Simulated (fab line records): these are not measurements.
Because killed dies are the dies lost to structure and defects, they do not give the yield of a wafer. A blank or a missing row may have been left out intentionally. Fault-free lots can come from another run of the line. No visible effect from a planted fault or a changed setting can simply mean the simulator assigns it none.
A struck lot beside a sound one    flow n5-finfet    17 steps out of a route of 1938
Sound: the wafers L423.1, L423.5, L423.6. Struck: wafers L426.3, L426.5, L426.6. The cause comes at the end.
Per side, at each step with rows, come the tool, then ch with its chambers, and then its first start. Under that, the readings that differ: sound wafers    struck wafers    difference of the means    sigmas: that difference in standard deviations of wafers without a fault.
alike: words and numbers the same on both sides, and readings whose means are apart by under 2 such deviations; not compared: readings that were withheld, readings missing a value for some wafer, numbers with overlapping values and no deviation given by the record, and bounds like >300 which may hide the same value.
Wherever a step has rows on one side only, a row that says differs or no value, or a row with sigmas, the two part there. Numbers that have no deviation but don't overlap get no sigmas and don't part them. A reading that every wafer of one side lacks parts them only if that side has two wafers or more.

first, 8 steps without rows for these wafers: N5_DUMMY_GATE_COAT_35 (time 60 s, resist thk 10 nm); N5_DUMMY_GATE_COAT_28 (time 60 s, resist thk 10 nm); N5_DUMMY_GATE_COAT_09 (resist thk 30 nm); N5_DUMMY_GATE_EBR_11; N5_DUMMY_GATE_SOFTBAKE_10 (time 60 s); N5_DUMMY_GATE_EXPOSE_12 (exposes mask GATE, target cd 25 nm); N5_DUMMY_GATE_PEB_13 (peb time 60 s); N5_DUMMY_GATE_DEVELOP_14 (develop time 30 s).
N5_DUMMY_GATE_CD_MEAS_15: the cd target is 25.8 nm.
  sound on cd-sem-01 ch 0, day 5 10:09; struck on cd-sem-02 ch 0, day 6 09:32
  alike: cd-nm
N5_DUMMY_GATE_OVL_MEAS_16:
  sound on overlay-02 ch 0, day 5 10:11; struck on overlay-01 ch 0, day 6 09:35
  alike: GATE_OVL
N5_DUMMY_GATE_INSPECT_17: inspects for defects (brightfield).
  sound: defect-inspect-01 at day 5 10:15; struck: defect-inspect-01 at day 6 09:38
  alike: raw-defect-count
N5_DUMMY_GATE_DESCUM_20: chemistry O2, time 6.2 s.
  sound on rie-diel-06 ch 0,1,3, day 5 10:17; struck on rie-diel-06 ch 0,2,3, day 6 10:10
  alike: drypump-motor-current-A, oes-product-au, rf-vpp-V, showerhead-plenum-p-Torr, throttle-valve-pct
  not compared: rf-hours-counter-h
N5_DUMMY_GATE_ETCH_29: etches underlayer in N2/H2, target depth 13 nm.
  sound on rie-diel-06 ch 0,1,3, day 5 10:21; struck on rie-diel-06 ch 0,2,3, day 6 10:14
reading                                          sound              struck                difference  sigmas
rf-fwd-power-W (W)                               828.5 828.8 825.9  1034.5 1036.8 1027.9  +205.3      +73
rf-vpp-V (V)                                     522.1 524.1 529.0  487.8 489.0 491.3     -35.7       -17
model.etch.depth-nm (nm)                         13.22 13.3 12.65   14.1 15.99 15.26      +2.1        
model.CAR-EUV_of_DUMMY_GATE_COAT_09.thk-nm (nm)  18.8 18.6 19.2     18.2 16.8 17.6        -1.3        
  alike: drypump-motor-current-A, oes-product-au, showerhead-plenum-p-Torr, throttle-valve-pct
  not compared: rf-hours-counter-h
N5_DUMMY_GATE_ETCH_36: etches SiARC in CF4, target depth 13 nm.
  sound on rie-diel-06 ch 0,1,3, day 5 10:23; struck on rie-diel-06 ch 0,2,3, day 6 10:16
  alike: drypump-motor-current-A, oes-product-au, rf-fwd-power-W, rf-vpp-V, showerhead-plenum-p-Torr, throttle-valve-pct
  not compared: rf-hours-counter-h, model.CAR-EUV_of_DUMMY_GATE_COAT_09.thk-nm
N5_DUMMY_GATE_ETCH_37: etches SOC in N2/H2, target depth 60 nm, overetch 30 nm.
  sound on rie-diel-06 ch 0,1,3, day 5 10:26; struck on rie-diel-06 ch 0,2,3, day 6 10:19
  alike: drypump-motor-current-A, oes-product-au, rf-fwd-power-W, rf-vpp-V, showerhead-plenum-p-Torr, throttle-valve-pct
  not compared: rf-hours-counter-h
-- a jump in the record: the struck wafers' starts before and after are 5 days apart (it breaks off in module DUMMY_GATE and resumes in module BEOL_M4, where the first step shown is number 1111 of the route) --
N5_BEOL_M4_RC_MEAS_101:
  sound on prober-01 ch 0, day 10 05:17; struck on prober-01 ch 0, day 11 12:44
reading        sound           struck          difference  sigmas
SS_N (mV/dec)  71.8 72.5 72.6  71.0 70.4 69.9  -1.9        -3
  alike: DIBL_N, DIBL_P, IOFF_N, IOFF_P, ION_N, ION_P, SS_P, VT_N, VT_P
-- the record jumps here: 5 days lie between the struck wafers' starts before and after (it left off in module BEOL_M4 and takes up again in module PASSIVATION, whose first step shown is number 1936 of the route) --
N5_PASSIVATION_PROBE_49:
  sound: prober-01 at day 14 16:29; struck: prober-02 at day 16 07:59
  alike: defect-limited-yield, killed_at_M0_to_M3, killed_at_M4_up, killed-at-contacts, killed-at-front-end, killed-at-other, killed-dies, killed-open, killed-short, sort_bin_5_function, sort_bin_6_memory, sort-n-pass, sort-yield-pct

WHERE THEY PART
Earliest at N5_DUMMY_GATE_ETCH_29; latest, in this record, at N5_BEOL_M4_RC_MEAS_101. Later steps at which nothing parts them and some readings are alike: N5_PASSIVATION_PROBE_49.

WHY: whatever the simulator had introduced
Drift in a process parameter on rie-diel-06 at N5_DUMMY_GATE_ETCH_29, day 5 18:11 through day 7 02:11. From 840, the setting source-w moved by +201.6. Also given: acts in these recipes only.
